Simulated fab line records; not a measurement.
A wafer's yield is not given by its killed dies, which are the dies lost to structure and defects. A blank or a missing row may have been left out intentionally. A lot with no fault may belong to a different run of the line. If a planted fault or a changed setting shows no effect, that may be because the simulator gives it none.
Matching of chambers || flow nand harc || NHARC_A_CONTACT_ETCH_110 on rie diel-12 has 4 sister chambers
The step etches the open film in CF4/O2, target depth 50 nm, overetch 5 nm, time 27.5 s. 36 wafers are shown with their chamber, then 12 later ones without.

WAFERS WITH THEIR CHAMBER
{"wafer": "L075.1", "chamber": 2, "drypump motor current A (A)": 5.4, "showerhead plenum p Torr (Torr)": 1.34, "rf fwd power W (W)": 292.6}
{"wafer": "L075.3", "chamber": 1, "drypump motor current A (A)": 6.0, "showerhead plenum p Torr (Torr)": 1.31, "rf fwd power W (W)": 295.5}
{"wafer": "L075.6", "chamber": 0, "drypump motor current A (A)": 6.6, "showerhead plenum p Torr (Torr)": 1.32, "rf fwd power W (W)": 294.6}
{"wafer": "L074.2", "chamber": 0, "drypump motor current A (A)": 6.6, "showerhead plenum p Torr (Torr)": 1.32, "rf fwd power W (W)": 294.0}
{"wafer": "L074.3", "chamber": 1, "drypump motor current A (A)": 6.0, "showerhead plenum p Torr (Torr)": 1.31, "rf fwd power W (W)": 296.1}
{"wafer": "L074.5", "chamber": 2, "drypump motor current A (A)": 5.4, "showerhead plenum p Torr (Torr)": 1.34, "rf fwd power W (W)": 295.7}
{"wafer": "L077.3", "chamber": 1, "drypump motor current A (A)": 6.0, "showerhead plenum p Torr (Torr)": 1.31, "rf fwd power W (W)": 295.8}
{"wafer": "L077.5", "chamber": 1, "drypump motor current A (A)": 6.0, "showerhead plenum p Torr (Torr)": 1.31, "rf fwd power W (W)": 295.1}
{"wafer": "L077.6", "chamber": 0, "drypump motor current A (A)": 6.6, "showerhead plenum p Torr (Torr)": 1.32, "rf fwd power W (W)": 293.6}
{"wafer": "L076.2", "chamber": 1, "drypump motor current A (A)": 6.0, "showerhead plenum p Torr (Torr)": 1.31, "rf fwd power W (W)": 295.6}
{"wafer": "L076.3", "chamber": 0, "drypump motor current A (A)": 6.6, "showerhead plenum p Torr (Torr)": 1.32, "rf fwd power W (W)": 293.5}
{"wafer": "L076.4", "chamber": 2, "drypump motor current A (A)": 5.4, "showerhead plenum p Torr (Torr)": 1.34, "rf fwd power W (W)": 292.2}
{"wafer": "L080.2", "chamber": 3, "drypump motor current A (A)": 6.3, "showerhead plenum p Torr (Torr)": 1.24, "rf fwd power W (W)": 294.8}
{"wafer": "L080.4", "chamber": 0, "drypump motor current A (A)": 6.6, "showerhead plenum p Torr (Torr)": 1.32, "rf fwd power W (W)": 295.4}
{"wafer": "L080.5", "chamber": 1, "drypump motor current A (A)": 6.0, "showerhead plenum p Torr (Torr)": 1.31, "rf fwd power W (W)": 295.6}
{"wafer": "L081.2", "chamber": 1, "drypump motor current A (A)": 6.0, "showerhead plenum p Torr (Torr)": 1.31, "rf fwd power W (W)": 296.3}
{"wafer": "L081.5", "chamber": 2, "drypump motor current A (A)": 5.4, "showerhead plenum p Torr (Torr)": 1.34, "rf fwd power W (W)": 293.8}
{"wafer": "L081.6", "chamber": 3, "drypump motor current A (A)": 6.3, "showerhead plenum p Torr (Torr)": 1.24, "rf fwd power W (W)": 294.2}
{"wafer": "L087.1", "chamber": 0, "drypump motor current A (A)": 6.6, "showerhead plenum p Torr (Torr)": 1.32, "rf fwd power W (W)": 293.9}
{"wafer": "L087.3", "chamber": 3, "drypump motor current A (A)": 6.3, "showerhead plenum p Torr (Torr)": 1.24, "rf fwd power W (W)": 293.5}
{"wafer": "L087.5", "chamber": 0, "drypump motor current A (A)": 6.6, "showerhead plenum p Torr (Torr)": 1.31, "rf fwd power W (W)": 295.3}
{"wafer": "L085.1", "chamber": 2, "drypump motor current A (A)": 5.4, "showerhead plenum p Torr (Torr)": 1.34, "rf fwd power W (W)": 294.5}
{"wafer": "L085.3", "chamber": 0, "drypump motor current A (A)": 6.6, "showerhead plenum p Torr (Torr)": 1.31, "rf fwd power W (W)": 294.4}
{"wafer": "L085.5", "chamber": 3, "drypump motor current A (A)": 6.3, "showerhead plenum p Torr (Torr)": 1.24, "rf fwd power W (W)": 293.3}
{"wafer": "L086.1", "chamber": 2, "drypump motor current A (A)": 5.4, "showerhead plenum p Torr (Torr)": 1.33, "rf fwd power W (W)": 292.8}
{"wafer": "L086.5", "chamber": 2, "drypump motor current A (A)": 5.4, "showerhead plenum p Torr (Torr)": 1.34, "rf fwd power W (W)": 292.4}
{"wafer": "L086.6", "chamber": 1, "drypump motor current A (A)": 5.9, "showerhead plenum p Torr (Torr)": 1.31, "rf fwd power W (W)": 295.6}
{"wafer": "L091.1", "chamber": 2, "drypump motor current A (A)": 5.4, "showerhead plenum p Torr (Torr)": 1.33, "rf fwd power W (W)": 293.2}
{"wafer": "L091.3", "chamber": 3, "drypump motor current A (A)": 6.3, "showerhead plenum p Torr (Torr)": 1.24, "rf fwd power W (W)": 292.5}
{"wafer": "L091.6", "chamber": 3, "drypump motor current A (A)": 6.3, "showerhead plenum p Torr (Torr)": 1.24, "rf fwd power W (W)": 293.9}
{"wafer": "L094.1", "chamber": 0, "drypump motor current A (A)": 6.6, "showerhead plenum p Torr (Torr)": 1.31, "rf fwd power W (W)": 294.8}
{"wafer": "L094.3", "chamber": 1, "drypump motor current A (A)": 5.9, "showerhead plenum p Torr (Torr)": 1.30, "rf fwd power W (W)": 297.5}
{"wafer": "L094.6", "chamber": 3, "drypump motor current A (A)": 6.3, "showerhead plenum p Torr (Torr)": 1.24, "rf fwd power W (W)": 296.0}
{"wafer": "L092.1", "chamber": 1, "drypump motor current A (A)": 6.0, "showerhead plenum p Torr (Torr)": 1.30, "rf fwd power W (W)": 295.7}
{"wafer": "L092.2", "chamber": 0, "drypump motor current A (A)": 6.6, "showerhead plenum p Torr (Torr)": 1.31, "rf fwd power W (W)": 294.5}
{"wafer": "L092.6", "chamber": 0, "drypump motor current A (A)": 6.6, "showerhead plenum p Torr (Torr)": 1.31, "rf fwd power W (W)": 294.1}

SIGNATURES (averages over the wafers above)
{"reading": "drypump motor current A", "chamber 0": 6.600, "chamber 1": 5.980, "chamber 2": 5.400, "chamber 3": 6.300, "scatter within a chamber": 0.0224}
{"reading": "showerhead plenum p Torr", "chamber 0": 1.3155, "chamber 1": 1.3080, "chamber 2": 1.3375, "chamber 3": 1.2400, "scatter within a chamber": 0.00427}
{"reading": "rf fwd power W", "chamber 0": 294.373, "chamber 1": 295.880, "chamber 2": 293.400, "chamber 3": 294.029, "scatter within a chamber": 0.895}
Rule: for each reading, subtract the chamber's mean from the wafer's reading, divide by that reading's scatter and square the result; add these up over the readings and take the root, which gives the wafer's distance from the chamber. If the next closest chamber is less than 2 further off than the closest, the wafer can't be placed; otherwise it belongs to the closest. The scatter: take each reading less its chamber's mean, square it, sum over the shown wafers, divide by the number of wafers less the number of chambers, and take the root.

WAFERS MISSING THEIR CHAMBER
{"wafer": "L093.3", "drypump motor current A (A)": 6.6, "showerhead plenum p Torr (Torr)": 1.31, "rf fwd power W (W)": 294.2}
{"wafer": "L093.4", "drypump motor current A (A)": 6.3, "showerhead plenum p Torr (Torr)": 1.24, "rf fwd power W (W)": 294.8}
{"wafer": "L093.6", "drypump motor current A (A)": 6.6, "showerhead plenum p Torr (Torr)": 1.31, "rf fwd power W (W)": 295.0}
{"wafer": "L096.1", "drypump motor current A (A)": 6.6, "showerhead plenum p Torr (Torr)": 1.31, "rf fwd power W (W)": 295.3}
{"wafer": "L096.2", "drypump motor current A (A)": 5.4, "showerhead plenum p Torr (Torr)": 1.33, "rf fwd power W (W)": 293.8}
{"wafer": "L096.5", "drypump motor current A (A)": 6.6, "showerhead plenum p Torr (Torr)": 1.31, "rf fwd power W (W)": 295.1}
{"wafer": "L097.3", "drypump motor current A (A)": 5.4, "showerhead plenum p Torr (Torr)": 1.33, "rf fwd power W (W)": 294.3}
{"wafer": "L097.4", "drypump motor current A (A)": 6.0, "showerhead plenum p Torr (Torr)": 1.30, "rf fwd power W (W)": 296.6}
{"wafer": "L097.6", "drypump motor current A (A)": 6.3, "showerhead plenum p Torr (Torr)": 1.24, "rf fwd power W (W)": 295.8}
{"wafer": "L097.1", "drypump motor current A (A)": 6.6, "showerhead plenum p Torr (Torr)": 1.31, "rf fwd power W (W)": 296.5}
{"wafer": "L097.2", "drypump motor current A (A)": 6.3, "showerhead plenum p Torr (Torr)": 1.24, "rf fwd power W (W)": 296.2}
{"wafer": "L097.5", "drypump motor current A (A)": 5.4, "showerhead plenum p Torr (Torr)": 1.33, "rf fwd power W (W)": 294.3}

CHAMBER TAKEN BY EACH
{"wafer": "L093.3", "from the rows above": 0, "in truth": 0}
{"wafer": "L093.4", "from the rows above": 3, "in truth": 3}
{"wafer": "L093.6", "from the rows above": 0, "in truth": 0}
{"wafer": "L096.1", "from the rows above": 0, "in truth": 0}
{"wafer": "L096.2", "from the rows above": 2, "in truth": 2}
{"wafer": "L096.5", "from the rows above": 0, "in truth": 0}
{"wafer": "L097.3", "from the rows above": 2, "in truth": 2}
{"wafer": "L097.4", "from the rows above": 1, "in truth": 1}
{"wafer": "L097.6", "from the rows above": 3, "in truth": 3}
{"wafer": "L097.1", "from the rows above": 0, "in truth": 0}
{"wafer": "L097.2", "from the rows above": 3, "in truth": 3}
{"wafer": "L097.5", "from the rows above": 2, "in truth": 2}
Correct placement for 12 of the 12. Left unplaced by these rows: 0. 0 placed wrongly.
